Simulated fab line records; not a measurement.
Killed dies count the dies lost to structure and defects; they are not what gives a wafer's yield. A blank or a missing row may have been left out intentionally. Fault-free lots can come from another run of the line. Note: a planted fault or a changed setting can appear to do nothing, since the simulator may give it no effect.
Chamber matching + flow nand-harc + NHARC_A_STAIRCASE_TRIM_12 on rie-diel-12 has 4 sister chambers
The step chemistry O2, time 211.2 s. 4 wafers are shown with their chamber, then 11 later ones without.

== WAFERS PAIRED WITH THEIR CHAMBERS ==
| wafer  | chamber | showerhead-plenum-p-Torr (Torr) |
|--------|---------|---------------------------------|
| L083.6 | 1       | 3.42                            |
| L083.3 | 3       | 3.32                            |
| L083.5 | 0       | 3.79                            |
| L085.2 | 2       | 3.31                            |

== WAFERS WHOSE CHAMBER IS MISSING ==
| wafer  | showerhead-plenum-p-Torr (Torr) |
|--------|---------------------------------|
| L085.3 | 3.31                            |
| L085.6 | 3.79                            |
| L089.1 | 3.31                            |
| L089.3 | 3.41                            |
| L089.4 | 3.31                            |
| L092.3 | 3.41                            |
| L092.4 | 3.31                            |
| L092.6 | 3.78                            |
| L093.1 | 3.31                            |
| L093.3 | 3.30                            |
| L093.4 | 3.30                            |

== WHICH CHAMBER EACH ONE RAN IN ==
| wafer  | from the rows above     | in truth |
|--------|-------------------------|----------|
| L085.3 | can't be placed: 2 or 3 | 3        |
| L085.6 | 0                       | 0        |
| L089.1 | can't be placed: 2 or 3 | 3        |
| L089.3 | 1                       | 1        |
| L089.4 | can't be placed: 2 or 3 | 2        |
| L092.3 | 1                       | 1        |
| L092.4 | can't be placed: 2 or 3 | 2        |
| L092.6 | 0                       | 0        |
| L093.1 | can't be placed: 2 or 3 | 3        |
| L093.3 | can't be placed: 2 or 3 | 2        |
| L093.4 | can't be placed: 2 or 3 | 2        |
Correctly placed: 4 of 11. From these rows, 7 cannot be placed; in 7 the true chamber is one of the candidates. 0 placed wrongly.
How it was worked out, from the rows above alone: a wafer's distance from a chamber is the root of the sum, over the readings, of the square of ((its reading less the chamber's mean) divided by the reading's scatter). The wafer belongs to the nearest chamber; if the next one is less than 2 further off, it can't be placed. A chamber's mean is the mean of its shown wafers. The scatter: with one shown wafer a chamber, the root of the mean of the squares of how far each hidden wafer lies from its nearest shown one.
